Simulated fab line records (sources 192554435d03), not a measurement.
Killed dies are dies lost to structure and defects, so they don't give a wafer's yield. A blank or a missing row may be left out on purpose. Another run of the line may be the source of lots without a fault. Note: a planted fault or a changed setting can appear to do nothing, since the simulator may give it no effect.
Which tool was responsible? :: flow n5Finfet :: 23 wafers from 8 lots sampled at 5 of the route's 1938 steps

WHAT THE GAUGES READ, wafer by wafer
N5_BEOL_M4_RC_MEAS_101.
lot: L456
measured: day 8 04:01
on: prober-02
CJ_P: 5.66 5.46 5.65
DIBL_N (mV/V): 37.7 35.8 35.6
DIBL_P (mV/V): 37.6 35.2 36.1
IOFF_N (nA/um): 0.168 0.146 0.145
IOFF_P (nA/um): 0.25 0.20 0.22
ION_N (uA/um): 681 669 672
ION_P (uA/um): 470 463 472
REXT_P (ohm.um): 101.9 104.5 100.9
SS_N (mV/dec): 71.9 71.5 71.4
SS_P (mV/dec): 73.4 73.2 72.5
VT_N (mV): 250 250 251
VT_P (mV): -247 -248 -248
VT_P_LVT (mV): -96 -98 -96

lot: L459
measured: day 8 10:41
on: prober-01
CJ_P: 5.66 5.81 5.81
DIBL_N (mV/V): 34.4 37.0 36.8
DIBL_P (mV/V): 31.2 34.5 34.3
IOFF_N (nA/um): 0.096 0.137 0.137
IOFF_P (nA/um): 0.13 0.18 0.18
ION_N (uA/um): 655 672 669
ION_P (uA/um): 449 458 458
REXT_P (ohm.um): 100.6 100.9 99.8
SS_N (mV/dec): 70.5 71.1 71.2
SS_P (mV/dec): 72.3 73.2 73.1
VT_N (mV): 261 253 251
VT_P (mV): -260 -254 -255
VT_P_LVT (mV): -109 -106 -106

lot: L460
measured: day 9 07:46
on: prober-01
CJ_P: 5.95 5.61 6.05
DIBL_N (mV/V): 33.9 34.9 34.1
DIBL_P (mV/V): 34.8 35.9 35.4
IOFF_N (nA/um): 0.122 0.143 0.125
IOFF_P (nA/um): 0.16 0.17 0.16
ION_N (uA/um): 670 674 665
ION_P (uA/um): 457 452 459
REXT_P (ohm.um): 104.7 104.0 104.6
SS_N (mV/dec): 70.9 70.7 71.5
SS_P (mV/dec): 72.9 73.0 72.6
VT_N (mV): 250 251 251
VT_P (mV): -254 -252 -256
VT_P_LVT (mV): -103 -102 -103

lot: L461
measured: day 9 10:22
on: prober-02
CJ_P: 5.96 5.58 5.98
DIBL_N (mV/V): 36.1 36.7 36.1
DIBL_P (mV/V): 34.1 34.2 35.3
IOFF_N (nA/um): 0.143 0.153 0.155
IOFF_P (nA/um): 0.20 0.20 0.22
ION_N (uA/um): 678 659 664
ION_P (uA/um): 465 449 461
REXT_P (ohm.um): 97.0 97.9 98.8
SS_N (mV/dec): 71.3 71.6 70.4
SS_P (mV/dec): 73.3 73.1 73.9
VT_N (mV): 251 249 248
VT_P (mV): -249 -247 -247
VT_P_LVT (mV): -98 -100 -98

lot: L462
measured: day 10 03:01
on: prober-02
CJ_P: 5.48 6.07
DIBL_N (mV/V): 36.8 37.5
DIBL_P (mV/V): 38.6 38.5
IOFF_N (nA/um): 0.155 0.170
IOFF_P (nA/um): 0.19 0.20
ION_N (uA/um): 678 676
ION_P (uA/um): 459 463
REXT_P (ohm.um): 100.4 99.1
SS_N (mV/dec): 71.0 70.9
SS_P (mV/dec): 73.4 73.9
VT_N (mV): 252 251
VT_P (mV): -252 -254
VT_P_LVT (mV): -102 -101

lot: L466
measured: day 10 23:31
on: prober-01
CJ_P: 5.89 5.61 5.92
DIBL_N (mV/V): 37.8 37.7 37.9
DIBL_P (mV/V): 35.5 35.1 34.9
IOFF_N (nA/um): 0.148 0.151 0.149
IOFF_P (nA/um): 0.21 0.21 0.20
ION_N (uA/um): 669 666 662
ION_P (uA/um): 458 459 451
REXT_P (ohm.um): 101.3 102.8 102.8
SS_N (mV/dec): 71.3 72.1 72.2
SS_P (mV/dec): 73.0 72.7 73.3
VT_N (mV): 250 253 255
VT_P (mV): -247 -249 -250
VT_P_LVT (mV): -99 -99 -99

lot: L473
measured: day 12 20:54
on: prober-01
CJ_P: 6.13 5.80 6.03
DIBL_N (mV/V): 34.6 36.3 35.0
DIBL_P (mV/V): 35.8 37.8 36.7
IOFF_N (nA/um): 0.160 0.185 0.175
IOFF_P (nA/um): 0.20 0.24 0.22
ION_N (uA/um): 672 692 701
ION_P (uA/um): 456 470 472
REXT_P (ohm.um): 102.3 102.7 100.8
SS_N (mV/dec): 71.6 71.3 71.0
SS_P (mV/dec): 73.2 73.8 73.5
VT_N (mV): 247 245 246
VT_P (mV): -250 -250 -250
VT_P_LVT (mV): -98 -96 -96

lot: L478
measured: day 13 15:20
on: prober-01
CJ_P: 3.23 3.38 5.52
DIBL_N (mV/V): 36.0 35.9 35.4
DIBL_P (mV/V): 33.6 33.8 35.1
IOFF_N (nA/um): 0.146 0.154 0.144
IOFF_P (nA/um): 0.15 0.16 0.21
ION_N (uA/um): 676 678 693
ION_P (uA/um): 407 412 468
REXT_P (ohm.um): 111.2 111.4 101.3
SS_N (mV/dec): 71.5 71.8 71.3
SS_P (mV/dec): 72.7 72.6 72.4
VT_N (mV): 251 246 251
VT_P (mV): -257 -256 -248
VT_P_LVT (mV): -108 -107 -99

EACH LOT AND THE TOOL THAT RAN IT (in order: tool; ch and the chambers of the sampled wafers; start)
lot: L456
N5_SD_EPI_N_ETCH_34: rieDiel-04 ch 0,1,3, day 3 01:13
N5_SD_EPI_N_ETCHBACK_44: rieDiel-04 ch 0,1,3, day 3 01:35
N5_SD_EPI_N_ETCH_16: rieDiel-04 ch 0,1,3, day 3 01:47
N5_SD_EPI_P_SD_RECESS_17: rieSi-05 ch 0,1,2, day 3 06:44

lot: L459
N5_SD_EPI_N_ETCH_34: rieDiel-04 ch 2,3, day 3 20:05
N5_SD_EPI_N_ETCHBACK_44: rieDiel-04 ch 2,3, day 3 20:28
N5_SD_EPI_N_ETCH_16: rieDiel-04 ch 2,3, day 3 20:40
N5_SD_EPI_P_SD_RECESS_17: rieSi-05 ch 1,3, day 4 01:11

lot: L460
N5_SD_EPI_N_ETCH_34: rieDiel-02 ch 0,3, day 4 01:19
N5_SD_EPI_N_ETCHBACK_44: rieDiel-02 ch 0,3, day 4 01:42
N5_SD_EPI_N_ETCH_16: rieDiel-02 ch 0,3, day 4 01:54
N5_SD_EPI_P_SD_RECESS_17: rieSi-06 ch 0,2,3, day 4 06:28

lot: L461
N5_SD_EPI_N_ETCH_34: rieDiel-03 ch 1,2,3, day 4 09:16
N5_SD_EPI_N_ETCHBACK_44: rieDiel-03 ch 1,2,3, day 4 09:38
N5_SD_EPI_N_ETCH_16: rieDiel-03 ch 1,2,3, day 4 09:50
N5_SD_EPI_P_SD_RECESS_17: rieSi-05 ch 0,2, day 4 14:20

lot: L462
N5_SD_EPI_N_ETCH_34: rieDiel-03 ch 0,3, day 4 15:58
N5_SD_EPI_N_ETCHBACK_44: rieDiel-03 ch 0,3, day 4 16:22
N5_SD_EPI_N_ETCH_16: rieDiel-03 ch 0,3, day 4 16:32
N5_SD_EPI_P_SD_RECESS_17: rieSi-05 ch 0,1, day 4 21:28

lot: L466
N5_SD_EPI_N_ETCH_34: rieDiel-04 ch 0,2, day 5 15:24
N5_SD_EPI_N_ETCHBACK_44: rieDiel-04 ch 0,2, day 5 15:47
N5_SD_EPI_N_ETCH_16: rieDiel-04 ch 0,2, day 5 15:59
N5_SD_EPI_P_SD_RECESS_17: rieSi-06 ch 0,2, day 5 21:19

lot: L473
N5_SD_EPI_N_ETCH_34: rieDiel-02 ch 0,2, day 7 05:44
N5_SD_EPI_N_ETCHBACK_44: rieDiel-02 ch 0,2, day 7 06:07
N5_SD_EPI_N_ETCH_16: rieDiel-02 ch 0,2, day 7 06:19
N5_SD_EPI_P_SD_RECESS_17: rieSi-01 ch 1,2, day 7 10:56

lot: L478
N5_SD_EPI_N_ETCH_34: rieDiel-03 ch 1,2, day 8 14:01
N5_SD_EPI_N_ETCHBACK_44: rieDiel-03 ch 1,2, day 8 14:23
N5_SD_EPI_N_ETCH_16: rieDiel-03 ch 1,2, day 8 14:35
N5_SD_EPI_P_SD_RECESS_17: rieSi-05 ch 0,2, day 8 20:58
- N5_SD_EPI_N_ETCH_34: etches SiARC in CF4, target depth 45.5 nm, time 75.8 s.
- N5_SD_EPI_N_ETCHBACK_44: etches SiNx in CH3F/O2, stops on SiO2, target depth 14.5 nm.
- N5_SD_EPI_N_ETCH_16: etches SiO2 in CHF3/O2, target depth 5 nm.
- N5_SD_EPI_P_SD_RECESS_17: chemistry HBr/Cl2/O2, target depth 39.1 nm, bt time 3 s.

AS READ BY THE TOOLS THEMSELVES (means over the sampled wafers that have a number; for cases with no such wafer, the mark the record gives instead)
N5_SD_EPI_N_ETCH_34.
lot: L456
tool: rieDiel-04
biasW (W): 35.98
drypumpMotorCurrentA (A): 5.7
etchRfOnTimeS (s): 75.7
oesProductAu (a.u.): 0.62
rfVppV (V): 183.7
showerheadPlenumPTorr (Torr): 2.15
throttleValvePct (%): 15.76

lot: L459
tool: rieDiel-04
biasW (W): 35.91
drypumpMotorCurrentA (A): 5.8
etchRfOnTimeS (s): 76.4
oesProductAu (a.u.): 0.61
rfVppV (V): 182.8
showerheadPlenumPTorr (Torr): 2.11
throttleValvePct (%): 15.64

lot: L460
tool: rieDiel-02
biasW (W): 36.09
drypumpMotorCurrentA (A): 5.2
etchRfOnTimeS (s): 75.9
oesProductAu (a.u.): 0.62
rfVppV (V): 182.1
showerheadPlenumPTorr (Torr): 2.04
throttleValvePct (%): 15.94

lot: L461
tool: rieDiel-03
biasW (W): 35.96
drypumpMotorCurrentA (A): 5.4
etchRfOnTimeS (s): 75.6
oesProductAu (a.u.): 0.68
rfVppV (V): 184.5
showerheadPlenumPTorr (Torr): 2.16
throttleValvePct (%): 15.51

lot: L462
tool: rieDiel-03
biasW (W): 35.94
drypumpMotorCurrentA (A): 5.7
etchRfOnTimeS (s): 74.8
oesProductAu (a.u.): 0.76
rfVppV (V): 184.9
showerheadPlenumPTorr (Torr): 2.17
throttleValvePct (%): 15.68

lot: L466
tool: rieDiel-04
biasW (W): 36.10
drypumpMotorCurrentA (A): 5.1
etchRfOnTimeS (s): 74.8
oesProductAu (a.u.): 0.61
rfVppV (V): 183.5
showerheadPlenumPTorr (Torr): 2.10
throttleValvePct (%): 15.77

lot: L473
tool: rieDiel-02
biasW (W): 36.01
drypumpMotorCurrentA (A): 5.1
etchRfOnTimeS (s): 75.8
oesProductAu (a.u.): 0.69
rfVppV (V): 182.9
showerheadPlenumPTorr (Torr): 2.07
throttleValvePct (%): 15.61

lot: L478
tool: rieDiel-03
biasW (W): 36.06
drypumpMotorCurrentA (A): 5.7
etchRfOnTimeS (s): 77.0
oesProductAu (a.u.): 0.63
rfVppV (V): 183.5
showerheadPlenumPTorr (Torr): 2.10
throttleValvePct (%): 15.54

N5_SD_EPI_N_ETCHBACK_44.
lot: L456
tool: rieDiel-04
biasW (W): 73.04
drypumpMotorCurrentA (A): 5.7
oes_f_703_au (a.u.): 0.73
oesProductAu (a.u.): 0.63
rfVppV (V): 303
showerheadPlenumPTorr (Torr): 2.01
throttleValvePct (%): 16.50

lot: L459
tool: rieDiel-04
biasW (W): 73.04
drypumpMotorCurrentA (A): 5.8
oes_f_703_au (a.u.): 0.70
oesProductAu (a.u.): 0.61
rfVppV (V): 298
showerheadPlenumPTorr (Torr): 1.97
throttleValvePct (%): 16.41

lot: L460
tool: rieDiel-02
biasW (W): 72.71
drypumpMotorCurrentA (A): 5.2
oes_f_703_au (a.u.): 0.73
oesProductAu (a.u.): 0.62
rfVppV (V): 298
showerheadPlenumPTorr (Torr): 1.90
throttleValvePct (%): 16.70

lot: L461
tool: rieDiel-03
biasW (W): 73.02
drypumpMotorCurrentA (A): 5.4
oes_f_703_au (a.u.): 0.79
oesProductAu (a.u.): 0.68
rfVppV (V): 304
showerheadPlenumPTorr (Torr): 2.01
throttleValvePct (%): 16.23

lot: L462
tool: rieDiel-03
biasW (W): 72.85
drypumpMotorCurrentA (A): 5.7
oes_f_703_au (a.u.): 0.88
oesProductAu (a.u.): 0.74
rfVppV (V): 300
showerheadPlenumPTorr (Torr): 2.04
throttleValvePct (%): 16.41

lot: L466
tool: rieDiel-04
biasW (W): 72.90
drypumpMotorCurrentA (A): 5.0
oes_f_703_au (a.u.): 0.70
oesProductAu (a.u.): 0.60
rfVppV (V): 299
showerheadPlenumPTorr (Torr): 1.97
throttleValvePct (%): 16.50

lot: L473
tool: rieDiel-02
biasW (W): 72.97
drypumpMotorCurrentA (A): 5.1
oes_f_703_au (a.u.): 0.82
oesProductAu (a.u.): 0.69
rfVppV (V): 296
showerheadPlenumPTorr (Torr): 1.93
throttleValvePct (%): 16.37

lot: L478
tool: rieDiel-03
biasW (W): 72.76
drypumpMotorCurrentA (A): 5.7
oes_f_703_au (a.u.): 0.73
oesProductAu (a.u.): 0.64
rfVppV (V): 309
showerheadPlenumPTorr (Torr): 1.96
throttleValvePct (%): 16.28

N5_SD_EPI_N_ETCH_16.
lot: L456
tool: rieDiel-04
biasW (W): 169.6
drypumpMotorCurrentA (A): 5.7
oes_f_703_au (a.u.): 0.73
oesProductAu (a.u.): 0.73
rfVppV (V): 531
showerheadPlenumPTorr (Torr): 2.42
throttleValvePct (%): 19.02

lot: L459
tool: rieDiel-04
biasW (W): 170.3
drypumpMotorCurrentA (A): 5.8
oes_f_703_au (a.u.): 0.71
oesProductAu (a.u.): 0.72
rfVppV (V): 525
showerheadPlenumPTorr (Torr): 2.37
throttleValvePct (%): 18.89

lot: L460
tool: rieDiel-02
biasW (W): 170.1
drypumpMotorCurrentA (A): 5.2
oes_f_703_au (a.u.): 0.72
oesProductAu (a.u.): 0.72
rfVppV (V): 526
showerheadPlenumPTorr (Torr): 2.30
throttleValvePct (%): 19.28

lot: L461
tool: rieDiel-03
biasW (W): 169.8
drypumpMotorCurrentA (A): 5.5
oes_f_703_au (a.u.): 0.79
oesProductAu (a.u.): 0.80
rfVppV (V): 535
showerheadPlenumPTorr (Torr): 2.42
throttleValvePct (%): 18.74

lot: L462
tool: rieDiel-03
biasW (W): 169.6
drypumpMotorCurrentA (A): 5.6
oes_f_703_au (a.u.): 0.88
oesProductAu (a.u.): 0.88
rfVppV (V): 531
showerheadPlenumPTorr (Torr): 2.45
throttleValvePct (%): 18.98

lot: L466
tool: rieDiel-04
biasW (W): 170.3
drypumpMotorCurrentA (A): 5.1
oes_f_703_au (a.u.): 0.71
oesProductAu (a.u.): 0.70
rfVppV (V): 527
showerheadPlenumPTorr (Torr): 2.37
throttleValvePct (%): 19.00

lot: L473
tool: rieDiel-02
biasW (W): 170.0
drypumpMotorCurrentA (A): 5.1
oes_f_703_au (a.u.): 0.82
oesProductAu (a.u.): 0.81
rfVppV (V): 519
showerheadPlenumPTorr (Torr): 2.33
throttleValvePct (%): 18.93

lot: L478
tool: rieDiel-03
biasW (W): 169.8
drypumpMotorCurrentA (A): 5.7
oes_f_703_au (a.u.): 0.74
oesProductAu (a.u.): 0.75
rfVppV (V): 545
showerheadPlenumPTorr (Torr): 2.36
throttleValvePct (%): 18.79

N5_SD_EPI_P_SD_RECESS_17.
lot: L456
tool: rieSi-05
HBr_flow_sccm (sccm): 150.2
biasW (W): 112.02
drypumpMotorCurrentA (A): 5.8
oesProductAu (a.u.): 0.994
throttleValvePct (%): 36.9

lot: L459
tool: rieSi-05
HBr_flow_sccm (sccm): 149.8
biasW (W): 111.96
drypumpMotorCurrentA (A): 6.5
oesProductAu (a.u.): 0.992
throttleValvePct (%): 37.2

lot: L460
tool: rieSi-06
HBr_flow_sccm (sccm): 149.7
biasW (W): 112.19
drypumpMotorCurrentA (A): 6.0
oesProductAu (a.u.): 0.999
throttleValvePct (%): 36.9

lot: L461
tool: rieSi-05
HBr_flow_sccm (sccm): 150.0
biasW (W): 112.06
drypumpMotorCurrentA (A): 5.4
oesProductAu (a.u.): 0.987
throttleValvePct (%): 36.8

lot: L462
tool: rieSi-05
HBr_flow_sccm (sccm): 149.9
biasW (W): 111.83
drypumpMotorCurrentA (A): 6.1
oesProductAu (a.u.): 0.992
throttleValvePct (%): 37.0

lot: L466
tool: rieSi-06
HBr_flow_sccm (sccm): 149.6
biasW (W): 112.12
drypumpMotorCurrentA (A): 5.9
oesProductAu (a.u.): 1.015
throttleValvePct (%): 36.7

lot: L473
tool: rieSi-01
HBr_flow_sccm (sccm): 149.6
biasW (W): 111.94
drypumpMotorCurrentA (A): 5.7
oesProductAu (a.u.): 1.004
throttleValvePct (%): 37.0

lot: L478
tool: rieSi-05
HBr_flow_sccm (sccm): 149.5
biasW (W): 112.07
drypumpMotorCurrentA (A): 5.6
oesProductAu (a.u.): 0.943
throttleValvePct (%): 37.1

THE ANSWER, worked out from the rows above alone
Rule: usual is defined by the lots themselves. The widest of any qualifying gaps counts: lots, ordered by their means at a reading, are off when they make up no more than a third of the lots, leave a main group of 4 or more, and stand apart from it by 3 or more times the standard deviation of that group's means. A main group whose means are all the same, to the digits that the tables above print for the reading, isn't used. Also off: a lot with no number at a reading for which 4 or more lots have one. The other lots that the step has rows for count as sound. After the gauges, taken in route order, come the tools' own readings; for these a lot's mean is taken, as printed above. The first step at which some lot is off is used, and at that step the reading that is off furthest; a lot without a number counts as furthest.
Off: L478, at N5_BEOL_M4_RC_MEAS_101 (CJ_P). The main group: mean 5.80, standard deviation 0.11.
If a tool, at a process step before that reading, ran all the lots that are off and no sound lot after the first of them, it fits. Not tried: the gauges at N5_BEOL_M4_RC_MEAS_101; whatever is off there is also off at N5_SD_EPI_P_SD_RECESS_17, on other tools, and gauge error can't account for it. Can't be told from this: 2 tools fit, rieDiel-03 at N5_SD_EPI_N_ETCH_34 and N5_SD_EPI_N_ETCHBACK_44 and N5_SD_EPI_N_ETCH_16, rieSi-05 at N5_SD_EPI_P_SD_RECESS_17.

WHAT THE SIMULATOR HAD PUT IN
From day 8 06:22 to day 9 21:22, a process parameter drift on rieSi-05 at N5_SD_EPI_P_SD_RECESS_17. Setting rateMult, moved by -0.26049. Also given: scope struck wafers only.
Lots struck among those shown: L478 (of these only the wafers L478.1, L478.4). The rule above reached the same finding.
